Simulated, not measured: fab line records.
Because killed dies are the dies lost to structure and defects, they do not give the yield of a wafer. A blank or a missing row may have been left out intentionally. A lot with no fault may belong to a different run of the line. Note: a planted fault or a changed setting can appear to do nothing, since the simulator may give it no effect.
Problem report in the 8D (eight disciplines) form, filled by code | flow n5_finfet | the parts of the form that need people (team, actions taken, sign-off) are left out

== 1. WHAT WENT WRONG ==
platen_rpm at N5_BEOL_M15_CMP_49 reads a mean of 83.21 rpm on 1 wafer of 1 lot; wafers without a fault read 80.00 rpm with a standard deviation of 0.052. Measured from the usual mean, that is +62 standard deviations.
The step: polishes, stops on SiO2, t overpolish 4.9 s, target thk 850 nm.
First observed at day 15 03:05: wafer L206.2, on cmp-03. The record has a number at this step for 30 wafers belonging to 10 lots. By rule, "out" or "out of limits" means more than 4 standard deviations away from the usual mean. All remaining wafers that have a number are taken as sound.

== 2. WHAT IT IS AND WHAT IT IS NOT ==
question                    | is                | is not
which readings at this step | platen_rpm        | motor_current_A, overpolish_run_s
which lots                  | L206              | L194, L196, L199, L210, L212, L213, L214, L215, L217
which wafers of those lots  | L206.2            | L206.3, L206.6
read on which tools         | cmp-03            | cmp-01, cmp-02
when                        | from day 15 03:05 | up to then (11 sound wafers); but 18 sound wafers of L210, L212, L213, L214, L215, L217 came after

== 3. WHAT RULES OUT EACH SUSPECT ==
Counting: any tool at a process step up to the reading remains a suspect provided it ran every lot that is out. Sound lots after the first of them don't rule it out here, since some wafers of a struck lot are sound.
- rie_diel-02 at N5_BEOL_M15_STRIP_37 (strips in O2): kept. It ran the lot that is out, L206 (day 15 03:05). Because N5_BEOL_M15_STRIP_37 lacks a start for some lots, the hours and order of its lots are taken from N5_BEOL_M15_CMP_49.
- cmp-03 at N5_BEOL_M15_CMP_49 (polishes, stops on SiO2, t overpolish 4.9 s, target thk 850 nm): kept. It processed L206, the lot that is out, at day 15 03:05, and its most recent sound lot before then was L199 at day 12 20:07. Out on those wafers are its own readings of platen_rpm.
- At N5_BEOL_M15_STRIP_37 on rie_diel-02, chamber 0 took the sound wafers of the same lots and chamber 2 took the wafers that are out.
- At N5_BEOL_M15_CMP_49 on cmp-03, chamber 2 took the sound wafers of the same lots and chamber 0 took the wafers that are out.
Remaining after the count are rie_diel-02 at N5_BEOL_M15_STRIP_37 and cmp-03 at N5_BEOL_M15_CMP_49.

== 4. THE CAUSE (what the simulator had put in) ==
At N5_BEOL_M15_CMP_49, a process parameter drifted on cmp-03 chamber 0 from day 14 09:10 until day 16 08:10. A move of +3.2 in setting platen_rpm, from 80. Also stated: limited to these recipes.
2 suspects survive the count, and this tool is in that group.

== 5. SEQUENCE OF EFFECTS, ordered by route ==
Each row: a reading whose mean over the struck wafers that have a number lies more than 3 standard deviations from the usual. Only readings whose record carries a usual standard deviation are examined. hours: median over the lots of the time between each lot's start at the first step of this table that gives one and its start at this step. sigmas: the change, counted in usual standard deviations.
hours | step               | reading    | usual     | on struck wafers | change | sigmas
0     | N5_BEOL_M15_CMP_49 | platen_rpm | 80.00 rpm | 83.21            | +3.21  | +62
It contains these process steps:
- N5_BEOL_M15_CMP_49: polishes, stops on SiO2, t overpolish 4.9 s, target thk 850 nm.

== 6. HOW IT WOULD HAVE BEEN CAUGHT EARLIER ==
18 hours passed between the start of the fault at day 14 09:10 and the first reading out of limits in this record, taken at day 15 03:05.
